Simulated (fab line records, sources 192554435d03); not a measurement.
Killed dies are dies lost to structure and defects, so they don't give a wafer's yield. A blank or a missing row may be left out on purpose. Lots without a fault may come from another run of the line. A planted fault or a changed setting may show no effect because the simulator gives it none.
Split-lot experiment | flow n5_finfet | 7 lots, 21 wafers read, on a route of 1938 steps

THE SPLIT
At N5_BEOL_M9_TRENCH_ETCH_37 (etches SiCOH lowk in C4F6/O2, target depth 151.43 nm, time 49 s), the setting bias_w was moved away from the recipe's 185 W on 10 of the 21 wafers read, by -8.5% to +15.6%. The other wafers ran this setting at the recipe's value.

FROM THE SPLIT TO THE READING: what the file shows between them, 16 steps
- N5_BEOL_M9_ETCH_41: etches SiCN in CH3F/O2, target depth 36.6 nm, time 70.1 s
- N5_BEOL_M9_STRIP_80: strips in N2/H2, time 10 s
- N5_BEOL_M9_OCD_MEAS_38
- N5_BEOL_M9_HM_STRIP_39: strips TiN in peroxide tin strip, target depth 25 nm, time 158 s
- N5_BEOL_M9_SRD_40: time 30 s
- N5_BEOL_M9_PRECLEAN_42: cleans in residue remover, time 60 s
- N5_BEOL_M9_SRD_43: time 30 s
- N5_BEOL_M9_CD_MEAS_35: target cd 70 nm, target cd y 40 nm
- N5_BEOL_M9_CURE_72: cures SiCOH lowk, time 120 s
- N5_BEOL_M9_DEGAS_44: time 60 s
- N5_BEOL_M9_ECD_50: material Cu, target thk 318 nm
- N5_BEOL_M9_ANNEAL_51: time 90 s
- N5_BEOL_M9_CMP_52: polishes, stops on SiCOH lowk, t overpolish 7 s, target thk 140 nm
- N5_BEOL_M9_THK_MEAS_53: measures by xrf
- N5_BEOL_M9_PRE_CLEAN_55: time 15 s
- N5_BEOL_M9_DEP_56: deposits SiCN from 3MS/NH3, target thk 15 nm, time 26.5 s

THE READING
M9_RS, in ohm/sq, at N5_BEOL_M9_RS_MEAS_57 (measures by four-point-probe). Fault-free wafers of this fab line usually give 0.1509 ohm/sq, standard deviation 0.0029 ohm/sq.

wafer  | tool, chamber at the split | bias_w as run, W | against the recipe | M9_RS, ohm/sq | against lot-mates on the recipe
L074.2 | rie_diel-01, 3             | 213.9            | +15.6%             | 0.1384        | -0.0122
L074.4 | rie_diel-01, 1             | 185              | recipe             | 0.1510        | -
L074.6 | rie_diel-01, 1             | 185              | recipe             | 0.1501        | -
L076.1 | rie_diel-06, 1             | 211.5            | +14.3%             | 0.1412        | -0.0072
L076.2 | rie_diel-06, 0             | 185              | recipe             | 0.1484        | -
L076.3 | rie_diel-06, 2             | 211.5            | +14.3%             | 0.1450        | -0.0034
L075.1 | rie_diel-01, 1             | 171.1            | -7.5%              | 0.1550        | +0.0034
L075.3 | rie_diel-01, 0             | 185              | recipe             | 0.1507        | -
L075.4 | rie_diel-01, 2             | 185              | recipe             | 0.1525        | -
L078.1 | rie_diel-06, 1             | 185              | recipe             | 0.1477        | -
L078.5 | rie_diel-06, 1             | 169.2            | -8.5%              | 0.1509        | +0.0032
L078.6 | rie_diel-06, 0             | 169.2            | -8.5%              | 0.1533        | +0.0056
L083.3 | rie_diel-06, 1             | 185              | recipe             | 0.1487        | -
L083.5 | rie_diel-06, 1             | 185              | recipe             | 0.1470        | -
L083.6 | rie_diel-06, 0             | 185              | recipe             | 0.1496        | -
L088.2 | rie_diel-03, 3             | 175              | -5.4%              | 0.1536        | -0.0010
L088.3 | rie_diel-03, 2             | 175              | -5.4%              | 0.1568        | +0.0022
L088.4 | rie_diel-03, 1             | 185              | recipe             | 0.1546        | -
L090.1 | rie_diel-06, 0             | 200              | +8.1%              | 0.1423        | -0.0079
L090.3 | rie_diel-06, 2             | 185              | recipe             | 0.1502        | -
L090.4 | rie_diel-06, 1             | 200              | +8.1%              | 0.1402        | -0.0100

THE FIT
A straight line over all 21 wafers: M9_RS changes by -0.000613 ohm/sq for each +1% of bias_w; r = -0.86; the points scatter about the line by 0.0026 ohm/sq.
The same after taking each lot's own level away (the mean of its wafers on the recipe; 21 wafers): -0.000552 ohm/sq for each +1%; r = -0.88; scatter 0.0022 ohm/sq.
On that fit, the largest move of bias_w shifts the reading by 0.0086 ohm/sq.
The lots' own levels span 0.14770 to 0.15460 ohm/sq, that is 2.4 times the standard deviation above.
So the lot-to-lot level changes the slope: the two fits differ.
Check: with one of the wafers moved furthest among these (+15.6%) left out of the fit, the line predicts -0.00829 ohm/sq for it against its lot-mates. It came out at -0.0122 ohm/sq against them.
Tool readings at the split's step, against how far the setting was moved: rf_vpp_V r = +0.99.

OTHER SPLITS ON THESE WAFERS
These wafers also went through other splits before the reading. Each is held against what the fit with the lots' levels taken away leaves over:
other split on the same wafers | wafers away from the commonest value | r with M9_RS (lot level and that fit taken away)
N5_BEOL_M9_EXPOSE_08 dose_mj   | 5                                    | -0.22

THE WHOLE CHAIN: every reading that the file lists as answering this split, in the file's order
step                      | what it does                                                       | reading                                                                      | change (the file's fit)               | r (the file's)
N5_BEOL_M9_TRENCH_ETCH_37 | etches SiCOH lowk in C4F6/O2, target depth 151.43 nm, time 49 s    | rf_vpp_V                                                                     | +4.91 V for each +1% of the setting   | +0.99
N5_BEOL_M9_TRENCH_ETCH_37 | etches SiCOH lowk in C4F6/O2, target depth 151.43 nm, time 49 s    | etch.depth_nm (the simulator's own value, which no gauge read)               | +0.531 nm for each +1% of the setting | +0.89
N5_BEOL_M9_TRENCH_ETCH_37 | etches SiCOH lowk in C4F6/O2, target depth 151.43 nm, time 49 s    | BEOL_M9.feature_depth_nm (the simulator's own value, which no gauge read)    | +0.526 nm for each +1% of the setting | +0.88
N5_BEOL_M9_OCD_MEAS_38    |                                                                    | trench_depth_nm                                                              | +0.541 nm for each +1% of the setting | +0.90
N5_BEOL_M9_CMP_52         | polishes, stops on SiCOH lowk, t overpolish 7 s, target thk 140 nm | Cu_of_BEOL_M9_ECD_50.thk_nm (the simulator's own value, which no gauge read) | +0.553 nm for each +1% of the setting | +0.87
N5_BEOL_M9_THK_MEAS_53    | measures by xrf                                                    | M9_THK                                                                       | +0.536 for each +1% of the setting    | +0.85
N5_BEOL_M9_RS_MEAS_57     | measures by four-point-probe                                       | M9_RS                                                                        | -0.000599 for each +1% of the setting | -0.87

THE FILE'S OWN FIT
M9_RS changes by -0.000599 ohm/sq for each +1% of bias_w, r = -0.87.
